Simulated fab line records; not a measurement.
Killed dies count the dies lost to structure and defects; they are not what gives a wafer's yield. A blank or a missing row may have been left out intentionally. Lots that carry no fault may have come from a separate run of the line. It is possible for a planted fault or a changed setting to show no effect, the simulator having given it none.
Comparing a struck lot with a sound one :: flow n5 finfet :: 17 out of 1938 route steps
Sound: these wafers, L155.1, L155.3, L155.4. Struck: wafer L161.1. (L161.3 of the same lot was not struck and is left out.) The cause comes at the end.
Order at every step that has rows: each side's tool, ch and its chambers, its first start. Under that, the readings that differ: sound wafers :: struck wafers :: difference of the means :: sigmas: that difference in standard deviations of wafers without a fault.
alike: readings with means less than 2 such deviations apart, plus words and numbers identical on both sides. not compared: withheld readings, readings lacking a value on some wafer, bounds such as >300 that could conceal the same value, and numbers that have no deviation in the record and whose values overlap.
Wherever a step has rows on one side only, a row that says differs or no value, or a row with sigmas, the two part there. Numbers that have no deviation but don't overlap get no sigmas and don't part them. A reading that every wafer of one side lacks parts them only if that side has two wafers or more.

first, 7 steps without rows for these wafers: N5_BEOL_M9_COAT_60 (time 60 s, resist thk 30 nm); N5_BEOL_M9_COAT_05 (resist thk 90 nm); N5_BEOL_M9_EBR_07; N5_BEOL_M9_SOFTBAKE_06 (time 60 s); N5_BEOL_M9_EXPOSE_08 (exposes mask M9); N5_BEOL_M9_PEB_09 (peb time 60 s); N5_BEOL_M9_DEVELOP_10 (develop time 30 s).
N5_BEOL_M9_CD_MEAS_11 targets a cd of 64.1 nm.
  sound on cd sem-03 ch 0, day 13 08:09; struck on cd sem-02 ch 0, day 14 11:29
  alike: cd nm
N5_BEOL_M9_OVL_MEAS_12:
  sound on overlay-01 ch 0, day 13 08:11; struck on overlay-01 ch 0, day 14 11:31
  alike: M9_OVL
N5_BEOL_M9_INSPECT_13: inspects for defects (brightfield).
  sound on defect inspect-02 at day 13 08:12; struck on defect inspect-01 at day 14 11:33
  alike: raw defect count
N5_BEOL_M9_DESCUM_16: chemistry O2, time 7.9 s.
  sound on rie diel-02 ch 1,2,3, day 13 08:22; struck on rie diel-05 ch 2, day 14 11:35
reading: oes product au (a.u.)
sound: 0.88 0.91 0.90
struck: 0.71
difference: -0.19
sigmas: -2

reading: rf hours counter h (h)
sound: 21 12 21
struck: 193
difference: +175
sigmas: 
  alike: drypump motor current A, o2 flow sccm, rf vpp V, showerhead plenum p Torr, throttle valve pct
N5_BEOL_M9_ETCH_61: etches SiARC in CF4, target depth 39 nm, time 65 s.
  sound on rie diel-02 ch 1,2,3, day 13 08:23; struck on rie diel-05 ch 2, day 14 11:37
reading: oes product au (a.u.)
sound: 0.77 0.77 0.78
struck: 0.61
difference: -0.16
sigmas: -2

reading: rf hours counter h (h)
sound: 21 12 21
struck: 193
difference: +175
sigmas: 
  alike: drypump motor current A, etch rf on time s, rf vpp V, showerhead plenum p Torr, throttle valve pct
N5_BEOL_M9_ETCH_62: etches SOC in N2/H2, target depth 110 nm, overetch 22 nm, time 165 s.
  sound on rie diel-02 ch 1,2,3, day 13 08:26; struck on rie diel-05 ch 2, day 14 11:40
reading: oes product au (a.u.)
sound: 0.75 0.77 0.77
struck: 0.56
difference: -0.20
sigmas: -3

reading: rf hours counter h (h)
sound: 21 12 21
struck: 193
difference: +175
sigmas: 

reading: model.SiARC_of_BEOL_M9_COAT_60.thk nm (nm)
sound: 23.4 23.4 23.4
struck: 22.4
difference: -1.0
sigmas: 
  alike: drypump motor current A, rf vpp V, showerhead plenum p Torr, throttle valve pct
then, 1 step without rows for these wafers: N5_BEOL_M9_STRIP_68 (strips in N2/H2).
N5_BEOL_M9_STRIP_67: strips in CF4.
  sound on rie diel-02 ch 1,2,3, day 13 08:35; struck on rie diel-05 ch 2, day 14 11:49
reading: oes product au (a.u.)
sound: 0.89 0.92 0.91
struck: 0.71
difference: -0.20
sigmas: -2

reading: rf hours counter h (h)
sound: 21 13 21
struck: 193
difference: +175
sigmas: 
  alike: drypump motor current A, rf vpp V, showerhead plenum p Torr, throttle valve pct
N5_BEOL_M9_HM_OPEN_17: chemistry Cl2/BCl3, target TiN, target depth 20 nm, overetch 6 nm.
  sound on rie metal-01 ch 0,1, day 13 08:38; struck on rie metal-02 ch 0, day 14 11:51
reading: model.etch.depth nm (nm)
sound: 19.86 20.32 19.97
struck: 17.26
difference: -2.79
sigmas: 
  alike: drypump motor current A, oes product au, throttle valve pct
  not compared: rf hours counter h
N5_BEOL_M9_STRIP_19: strips in O2.
  sound on rie diel-05 ch 0,1,2, day 13 08:58; struck on rie diel-04 ch 2, day 14 11:58
reading: rf hours counter h (h)
sound: 67 200 184
struck: 30
difference: -120
sigmas: 
  alike: drypump motor current A, o2 flow sccm, oes product au, rf vpp V, showerhead plenum p Torr, throttle valve pct

## WHERE THEY PART
Earliest at N5_BEOL_M9_DESCUM_16; latest, in this record, at N5_BEOL_M9_STRIP_67. Later steps at which nothing parts them and some readings are alike: N5_BEOL_M9_HM_OPEN_17, N5_BEOL_M9_STRIP_19.

WHY: whatever the simulator had introduced
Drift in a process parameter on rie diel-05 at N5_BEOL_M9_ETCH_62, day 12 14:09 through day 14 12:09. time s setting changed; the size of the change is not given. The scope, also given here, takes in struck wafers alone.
